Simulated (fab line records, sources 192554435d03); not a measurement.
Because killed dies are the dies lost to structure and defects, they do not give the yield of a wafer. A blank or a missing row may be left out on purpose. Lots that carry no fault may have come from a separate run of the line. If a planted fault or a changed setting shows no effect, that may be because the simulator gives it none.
A lot that was struck, set against a sound lot    flow n5 finfet    14 steps out of a route of 1938
Sound: wafers L598.2, L598.3, L598.5. The struck wafers were L603.3, L603.5, L603.6. The cause comes at the end.
For every step that has rows: the tool of each side, followed by ch and its chambers, followed by its first start. Under that, the readings that differ: sound wafers    struck wafers    difference of the means    sigmas: that difference in standard deviations of wafers without a fault.
alike: readings with means less than 2 such deviations apart, plus words and numbers identical on both sides. not compared: withheld readings, readings lacking a value on some wafer, bounds such as >300 that could conceal the same value, and numbers that have no deviation in the record and whose values overlap.
A row with sigmas, a row that says differs or no value, or rows on one side alone: a step with any of these is where the two part. Non-overlapping numbers with no deviation appear without sigmas and do not part them. Lack of a reading on every wafer of one side parts them only where that side has two or more wafers.

first, 1 step without rows for these wafers: N5_MOL_CONTACT_COAG_WET_ETCH_116 (etches the open film in SC1-inhibited, target depth 4.6 nm, rinse time 30 s).
N5_MOL_CONTACT_COAG_ALD_27: deposits SiOC, target thk 17 nm, pulse time 1.5 s, time 2720 s.
  sound on ald sin-04 ch 0,1,3, day 7 11:55; struck on ald sin-02 ch 0,1,2, day 8 17:18
  alike: chamber pressure Torr, heater power w, precursor pulse height rel
N5_MOL_CONTACT_COAG_CMP_28: polishes, stops on SiNx, t overpolish 0.85 s, target thk 14.522 nm.
  sound on cmp-03 ch 1,2, day 7 13:29; struck on cmp-02 ch 0,2,3, day 8 18:57
  alike: motor current A, time to endpoint s
N5_MOL_CONTACT_COAG_THK_MEAS_29:
  sound: film metro-02 at day 7 13:46; struck: film metro-02 at day 8 19:10
  alike: MD_CAP_THK
N5_MOL_CONTACT_COAG_ALD_123: deposits SiNx, target thk 5 nm, pulse time 1 s, purge time 2 s.
  sound on ald sin-04 ch 1,3, day 7 14:06; struck on ald sin-01 ch 0,1, day 8 20:05
  alike: chamber pressure Torr, heater power w, precursor pulse height rel
then, 7 steps without rows for these wafers: N5_MOL_CONTACT_COAG_PECVD_31 (deposits SiO2 from TEOS/O2, target thk 46 nm, time 8.9 s); N5_MOL_CONTACT_COAG_COAT_75 (time 60 s, resist thk 60 nm); N5_MOL_CONTACT_COAG_COAT_76 (time 60 s, resist thk 10 nm); N5_MOL_CONTACT_COAG_COAT_77 (time 60 s, resist thk 10 nm); N5_MOL_CONTACT_COAG_COAT_78 (resist thk 40 nm); N5_MOL_CONTACT_COAG_EBR_80; N5_MOL_CONTACT_COAG_SOFTBAKE_79 (time 60 s).
N5_MOL_CONTACT_COAG_EXPOSE_81: exposes mask VG, defocus 0 nm.
  struck on euv scanner-01, day 8 20:48; sound on euv scanner-02 ch 0, day 7 14:49
  no value came back on the struck wafers for exposure dose mJ cm2, focus offset nm (nm), na, sigma outer; on the sound wafers exposure dose mJ cm2 reads 59.49 59.46 59.46
  alike: mask
then, 1 step without rows for these wafers: N5_MOL_CONTACT_COAG_PEB_82 (peb time 60 s).

## WHERE THEY PART
Only at N5_MOL_CONTACT_COAG_EXPOSE_81, within this record.

WHY: whatever the simulator had introduced
Whole step skipped at N5_MOL_CONTACT_COAG_EXPOSE_81 on euv scanner-01, starting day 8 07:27. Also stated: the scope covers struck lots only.
